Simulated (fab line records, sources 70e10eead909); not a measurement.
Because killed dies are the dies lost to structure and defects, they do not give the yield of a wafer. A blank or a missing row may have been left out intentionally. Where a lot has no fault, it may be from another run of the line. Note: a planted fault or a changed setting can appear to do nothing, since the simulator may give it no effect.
Which tool was responsible? + flow nand harc + 72 wafers from 24 lots sampled at 4 of the route's 1302 steps

## WHAT THE GAUGES READ, wafer by wafer
NHARC_P_BONDPAD_CD_MEAS_09 targets a cd of 500 nm. Usual: cd nm at 500.6 nm, with a standard deviation of 1.6.
| lot  | measured     | on        | cd nm (nm)        | flag |
|------|--------------|-----------|-------------------|------|
| L074 | day 6 15:52  | cd sem-01 | 502.5 502.6 501.6 |      |
| L076 | day 7 10:31  | cd sem-03 | 499.3 501.2 501.8 |      |
| L075 | day 7 11:25  | cd sem-02 | 503.1 502.9 503.6 |      |
| L077 | day 7 23:11  | cd sem-02 | 500.9 501.7 499.1 |      |
| L078 | day 8 04:28  | cd sem-01 | 502.6 500.4 501.9 |      |
| L079 | day 8 20:41  | cd sem-02 | 500.1 501.0 500.5 |      |
| L080 | day 9 07:28  | cd sem-02 | 499.5 499.6 499.7 |      |
| L081 | day 9 12:27  | cd sem-02 | 502.4 498.6 501.9 |      |
| L082 | day 10 00:30 | cd sem-01 | 500.2 499.4 499.3 |      |
| L083 | day 10 11:18 | cd sem-01 | 501.2 501.2 498.6 |      |
| L084 | day 11 02:50 | cd sem-01 | 501.1 503.3 501.1 |      |
| L085 | day 11 03:41 | cd sem-03 | 500.1 503.0 503.7 |      |
| L086 | day 11 18:37 | cd sem-02 | 503.5 502.5 504.5 |      |
| L087 | day 12 00:50 | cd sem-02 | 500.9 503.2 498.1 |      |
| L088 | day 12 18:09 | cd sem-01 | 499.9 502.1 501.6 |      |
| L089 | day 12 19:29 | cd sem-01 | 501.1 499.0 499.8 |      |
| L091 | day 13 11:51 | cd sem-03 | 500.0 500.0 499.0 |      |
| L090 | day 13 12:32 | cd sem-01 | 498.9 497.8 499.5 |      |
| L092 | day 14 02:02 | cd sem-02 | 498.0 499.6 500.4 |      |
| L093 | day 14 10:54 | cd sem-03 | 498.8 498.4 497.3 |      |
| L094 | day 15 08:48 | cd sem-02 | 502.6 498.8 500.4 |      |
| L095 | day 15 18:56 | cd sem-03 | 500.4 498.9 500.2 |      |
| L096 | day 15 22:22 | cd sem-01 | 498.0 500.9 500.0 |      |
| L097 | day 16 05:04 | cd sem-01 | 501.3 501.3 500.6 |      |

NHARC_A_ZERO_WELL_CD_MEAS_10 targets a cd of 2000 nm. Usual: cd nm at 2000.1 nm, with a standard deviation of 1.5.
| lot  | measured     | on        | cd nm (nm)           | flag |
|------|--------------|-----------|----------------------|------|
| L074 | day 6 20:25  | cd sem-03 | 1998.4 1999.0 1999.5 |      |
| L076 | day 7 14:39  | cd sem-01 | 1999.6 2000.9 1998.5 |      |
| L075 | day 7 15:31  | cd sem-02 | 2003.0 2001.2 2002.3 |      |
| L077 | day 8 03:09  | cd sem-03 | 2001.1 2001.7 2002.5 |      |
| L078 | day 8 08:59  | cd sem-01 | 2001.4 1999.6 2000.9 |      |
| L079 | day 9 00:41  | cd sem-03 | 1999.6 1998.4 1999.3 |      |
| L080 | day 9 11:33  | cd sem-02 | 1999.1 2000.5 2000.5 |      |
| L081 | day 9 16:26  | cd sem-01 | 2000.5 2001.0 2002.0 |      |
| L082 | day 10 04:35 | cd sem-01 | 1997.5 1996.4 1998.5 |      |
| L083 | day 10 15:29 | cd sem-03 | 1998.1 1999.5 1996.6 |      |
| L084 | day 11 07:06 | cd sem-03 | 1999.7 1999.7 1999.1 |      |
| L085 | day 11 08:00 | cd sem-03 | 1998.5 1997.9 1999.7 |      |
| L086 | day 11 22:58 | cd sem-02 | 1999.5 1997.4 2001.2 |      |
| L087 | day 12 04:49 | cd sem-02 | 2001.2 2001.3 2001.7 |      |
| L088 | day 12 22:19 | cd sem-03 | 2000.5 2000.4 1999.7 |      |
| L089 | day 12 23:34 | cd sem-03 | 2000.4 2001.5 1998.9 |      |
| L091 | day 13 15:49 | cd sem-03 | 2001.1 2001.5 2002.7 |      |
| L090 | day 13 16:41 | cd sem-01 | 2001.2 2000.8 2001.9 |      |
| L092 | day 14 08:47 | cd sem-02 | 1999.7 2002.2 2002.5 |      |
| L093 | day 14 14:58 | cd sem-03 | 2001.5 2000.6 2004.2 |      |
| L094 | day 15 12:56 | cd sem-01 | 1999.4 1996.3 1997.0 |      |
| L095 | day 15 23:28 | cd sem-02 | 1999.7 1999.2 1997.4 |      |
| L096 | day 16 02:25 | cd sem-01 | 1998.3 1999.2 1998.8 |      |
| L097 | day 16 09:10 | cd sem-03 | 1999.5 2000.9 2000.9 |      |

NHARC_A_CHANNEL_HOLE_D1_CD_MEAS_18. Usual: cd nm at 100.1 nm, with a standard deviation of 1.6.
| lot  | measured     | on        | cd nm (nm)        | flag |
|------|--------------|-----------|-------------------|------|
| L074 | day 8 12:04  | cd sem-02 | 99.3 99.7 99.0    |      |
| L076 | day 9 06:49  | cd sem-02 | 103.4 100.9 100.9 |      |
| L075 | day 9 05:05  | cd sem-02 | 100.6 100.7 99.8  |      |
| L077 | day 9 19:56  | cd sem-01 | 102.8 97.7 100.3  |      |
| L078 | day 10 01:43 | cd sem-01 | 100.8 102.3 100.8 |      |
| L079 | day 10 20:01 | cd sem-02 | 99.3 97.2 98.4    |      |
| L080 | day 11 07:33 | cd sem-01 | 97.8 98.8 99.9    |      |
| L081 | day 11 12:16 | cd sem-03 | 100.0 101.1 99.2  |      |
| L082 | day 11 22:05 | cd sem-03 | 100.1 102.6 101.0 |      |
| L083 | day 12 13:43 | cd sem-03 | 101.2 100.8 98.7  |      |
| L084 | day 13 02:59 | cd sem-03 | 100.1 100.9 98.2  |      |
| L085 | day 13 02:50 | cd sem-02 | 100.3 102.4 103.5 |      |
| L086 | day 13 17:33 | cd sem-01 | 98.1 99.7 101.1   |      |
| L087 | day 13 22:36 | cd sem-02 | 100.3 102.2 100.9 |      |
| L088 | day 14 19:42 | cd sem-01 | 100.1 99.9 99.1   |      |
| L089 | day 14 19:52 | cd sem-02 | 99.4 100.4 103.1  |      |
| L091 | day 15 07:58 | cd sem-02 | 98.2 99.2 98.2    |      |
| L090 | day 15 08:46 | cd sem-03 | 99.9 102.2 100.2  |      |
| L092 | day 16 03:01 | cd sem-02 | 100.6 102.8 102.2 |      |
| L093 | day 16 05:03 | cd sem-02 | 101.8 102.1 98.0  |      |
| L094 | day 17 07:56 | cd sem-03 | 100.5 98.5 99.3   |      |
| L095 | day 17 17:02 | cd sem-02 | 99.2 96.7 100.4   |      |
| L096 | day 17 18:47 | cd sem-03 | 96.9 98.5 98.0    |      |
| L097 | day 18 02:15 | cd sem-02 | 101.7 99.7 99.7   |      |

## WHAT TOOL EACH LOT RAN ON (gives the tool, then ch and the chambers of the sampled wafers, and finally the start)
| lot  | NHARC_P_M1_PRE_CLEAN_30                 |
|------|-----------------------------------------|
| L074 | pvd sputter-03, day 6 15:52 or earlier  |
| L076 | pvd sputter-02, day 7 10:31 or earlier  |
| L075 | pvd sputter-03, day 7 11:25 or earlier  |
| L077 | pvd sputter-02, day 7 23:11 or earlier  |
| L078 | pvd sputter-03, day 8 04:28 or earlier  |
| L079 | pvd sputter-03, day 8 20:41 or earlier  |
| L080 | pvd sputter-01, day 9 07:28 or earlier  |
| L081 | pvd sputter-01, day 9 12:27 or earlier  |
| L082 | pvd sputter-01, day 10 00:30 or earlier |
| L083 | pvd sputter-02, day 10 11:18 or earlier |
| L084 | pvd sputter-03, day 11 02:50 or earlier |
| L085 | pvd sputter-02, day 11 03:41 or earlier |
| L086 | pvd sputter-01, day 11 18:37 or earlier |
| L087 | pvd sputter-02, day 12 00:50 or earlier |
| L088 | pvd sputter-02, day 12 18:09 or earlier |
| L089 | pvd sputter-03, day 12 19:29 or earlier |
| L091 | pvd sputter-01, day 13 11:51 or earlier |
| L090 | pvd sputter-03, day 13 12:32 or earlier |
| L092 | pvd sputter-01, day 14 02:02 or earlier |
| L093 | pvd sputter-03, day 14 10:54 or earlier |
| L094 | pvd sputter-03, day 15 08:48 or earlier |
| L095 | pvd sputter-01, day 15 18:56 or earlier |
| L096 | pvd sputter-01, day 15 22:22 or earlier |
| L097 | pvd sputter-01, day 16 05:04 or earlier |
- NHARC_P_M1_PRE_CLEAN_30: time 30 s.

## WHAT THE TOOLS THEMSELVES READ (means of the sampled wafers that have a number; where no wafer has one, the mark that the record gives instead)
NHARC_P_M1_PRE_CLEAN_30. Usual: heater power w at 420 W, with a standard deviation of 32.
| lot  | tool           | heater power w (W) | flag |
|------|----------------|--------------------|------|
| L074 | pvd sputter-03 | 437                |      |
| L076 | pvd sputter-02 | 392                |      |
| L075 | pvd sputter-03 | 413                |      |
| L077 | pvd sputter-02 | 392                |      |
| L078 | pvd sputter-03 | 453                |      |
| L079 | pvd sputter-03 | 410                |      |
| L080 | pvd sputter-01 | 446                |      |
| L081 | pvd sputter-01 | 472                |      |
| L082 | pvd sputter-01 | 416                |      |
| L083 | pvd sputter-02 | 388                |      |
| L084 | pvd sputter-03 | 437                |      |
| L085 | pvd sputter-02 | 406                |      |
| L086 | pvd sputter-01 | 420                |      |
| L087 | pvd sputter-02 | 400                |      |
| L088 | pvd sputter-02 | 396                |      |
| L089 | pvd sputter-03 | 414                |      |
| L091 | pvd sputter-01 | 415                |      |
| L090 | pvd sputter-03 | 392                |      |
| L092 | pvd sputter-01 | 447                |      |
| L093 | pvd sputter-03 | 422                |      |
| L094 | pvd sputter-03 | 446                |      |
| L095 | pvd sputter-01 | 413                |      |
| L096 | pvd sputter-01 | 444                |      |
| L097 | pvd sputter-01 | 452                |      |

## THE ANSWER, worked out from the rows above alone
Rule: a lot counts as off when the mean over its wafers that have a number is more than 3 standard deviations away from the usual mean. Also off: a lot with no number at a reading for which 4 or more lots have one. The other lots that the step has rows for count as sound. Order of review: gauges by route order, followed by the tools' own readings, for which a lot's mean as printed above is used. The first step at which some lot is off is used, and at that step the reading that is off furthest; a lot without a number counts as furthest.
Across all readings shown, no lot is off: no conclusion can be drawn from this.

## WHAT THE SIMULATOR PUT IN
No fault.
